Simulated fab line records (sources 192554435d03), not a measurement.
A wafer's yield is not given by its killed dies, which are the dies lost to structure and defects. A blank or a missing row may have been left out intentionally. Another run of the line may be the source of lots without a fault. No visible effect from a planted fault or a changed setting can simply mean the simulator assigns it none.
Split-lot trial    flow n5Finfet    route with 1938 steps; 7 lots, 21 wafers read

THE SPLIT
At N5_BEOL_M14_TRENCH_ETCH_34 (etches SiO2 in C4F8/O2/Ar, target depth 556.65 nm, time 126.9 s), the setting biasW was moved away from the recipe's 2040 W on 8 of the 21 wafers read, by -16.5% to +13.8%. All remaining wafers had this setting at the recipe value.

The split's own step is where the reading is taken.

THE READING
rfVppV, in V, at N5_BEOL_M14_TRENCH_ETCH_34 (etches SiO2 in C4F8/O2/Ar, target depth 556.65 nm, time 126.9 s). A value of 2230 V with a standard deviation of 35 V is what fault-free wafers of this fab line usually give.

wafer   tool, chamber at the split  biasW as run, W  against the recipe  rfVppV, V  against lot-mates on the recipe
L080.1  rieDiel-01, 2               2040             recipe              2210       -
L080.2  rieDiel-01, 3               2040             recipe              2266       -
L080.6  rieDiel-01, 3               2322             +13.8%              2477       +239
L081.2  rieDiel-01, 0               1703             -16.5%              1936       -284
L081.5  rieDiel-01, 1               2040             recipe              2228       -
L081.6  rieDiel-01, 2               2040             recipe              2211       -
L083.1  rieDiel-03, 1               2214             +8.5%               2366       +173
L083.2  rieDiel-03, 3               2214             +8.5%               2320       +127
L083.6  rieDiel-03, 3               2040             recipe              2193       -
L087.2  rieDiel-01, 3               2040             recipe              2266       -
L087.5  rieDiel-01, 1               2040             recipe              2229       -
L087.6  rieDiel-01, 2               2040             recipe              2212       -
L089.1  rieDiel-01, 3               1845             -9.6%               2111       -92
L089.3  rieDiel-01, 0               2040             recipe              2198       -
L089.4  rieDiel-01, 2               2040             recipe              2208       -
L092.1  rieDiel-03, 0               2221             +8.9%               2426       +234
L092.3  rieDiel-03, 3               2040             recipe              2192       -
L092.5  rieDiel-03, 0               2221             +8.9%               2427       +235
L096.1  rieDiel-04, 0               2040             recipe              2162       -
L096.3  rieDiel-04, 2               2040             recipe              2273       -
L096.6  rieDiel-04, 2               1752             -14.1%              2043       -174

THE FIT
A straight line over all 21 wafers: rfVppV changes by +16.5 V for each +1% of biasW; r = +0.96; the points scatter about the line by 37 V.
The same after taking each lot's own level away (the mean of its wafers on the recipe; 21 wafers): +16.9 V for each +1%; r = +0.96; scatter 39 V.
That fit puts the effect of the largest move of biasW on the reading at 2.8e+02 V.
Across the lots, their own levels run from 2192.0 to 2238.0 V, a range of 1.3 times the standard deviation given above.
The two slopes are in agreement: the lot-to-lot level therefore moves the slope only a little.
Check: with one of the wafers moved furthest among these (-16.5%) left out of the fit, the line predicts -256 V for it against its lot-mates. Against them it came out at -284 V.
Tool readings at the split's step, against how far the setting was moved: rfVppV r = +0.96.

THESE WAFERS: OTHER SPLITS
Before the reading, these wafers also passed through other splits. Each is held against what the fit with the lots' levels taken away leaves over:
other split on the same wafers  wafers away from the commonest value  r with rfVppV (lot level and that fit taken away)
N5_BEOL_M13_COAT_58 spinRpm     7                                     +0.50

THE FILE'S OWN FIT
rfVppV changes by +16.2 V for each +1% of biasW, r = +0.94.
